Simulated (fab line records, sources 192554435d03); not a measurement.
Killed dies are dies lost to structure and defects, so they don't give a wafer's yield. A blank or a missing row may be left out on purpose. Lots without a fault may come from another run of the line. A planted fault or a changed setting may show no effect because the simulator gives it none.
Chamber matching | flow n5_finfet | N5_MOL_CONTACT_COAG_STRIP_72 on rie_diel-03: 4 sister chambers
The step strips in N2/H2. 8 wafers are shown with their chamber, then 10 later ones without.

WAFERS WITH THEIR CHAMBER
wafer  | chamber | drypump_motor_current_A (A) | showerhead_plenum_p_Torr (Torr)
L076.1 | 1       | 4.9                         | 2.69
L077.2 | 3       | 6.3                         | 2.54
L077.5 | 1       | 4.9                         | 2.69
L086.3 | 2       | 6.5                         | 2.61
L086.4 | 0       | 5.2                         | 2.53
L086.5 | 2       | 6.6                         | 2.61
L087.2 | 3       | 6.3                         | 2.53
L087.4 | 0       | 5.2                         | 2.53

WAFERS WITHOUT THEIR CHAMBER
wafer  | drypump_motor_current_A (A) | showerhead_plenum_p_Torr (Torr)
L087.6 | 5.1                         | 2.53
L088.3 | 4.9                         | 2.69
L088.5 | 4.9                         | 2.69
L088.6 | 6.5                         | 2.61
L094.2 | 5.2                         | 2.52
L094.3 | 6.2                         | 2.52
L094.6 | 6.3                         | 2.52
L097.2 | 6.3                         | 2.52
L097.3 | 5.2                         | 2.52
L097.5 | 5.2                         | 2.52

WHICH CHAMBER EACH WENT THROUGH
wafer  | from the rows above | in truth
L087.6 | 0                   | 0
L088.3 | 1                   | 1
L088.5 | 1                   | 1
L088.6 | 2                   | 2
L094.2 | 0                   | 0
L094.3 | 3                   | 3
L094.6 | 3                   | 3
L097.2 | 3                   | 3
L097.3 | 0                   | 0
L097.5 | 0                   | 0
Placed correctly: 10 of 10. Can't be placed from these rows: 0. Placed wrongly: 0.
How it was worked out, from the rows above alone: a wafer's distance from a chamber is the root of the sum, over the readings, of the square of ((its reading less the chamber's mean) divided by the reading's scatter). The wafer belongs to the nearest chamber; if the next one is less than 2 further off, it can't be placed. A chamber's mean is the mean of its shown wafers. The scatter: the root of (the sum of the squares of (reading less its chamber's mean) over the shown wafers, divided by (wafers less chambers)).
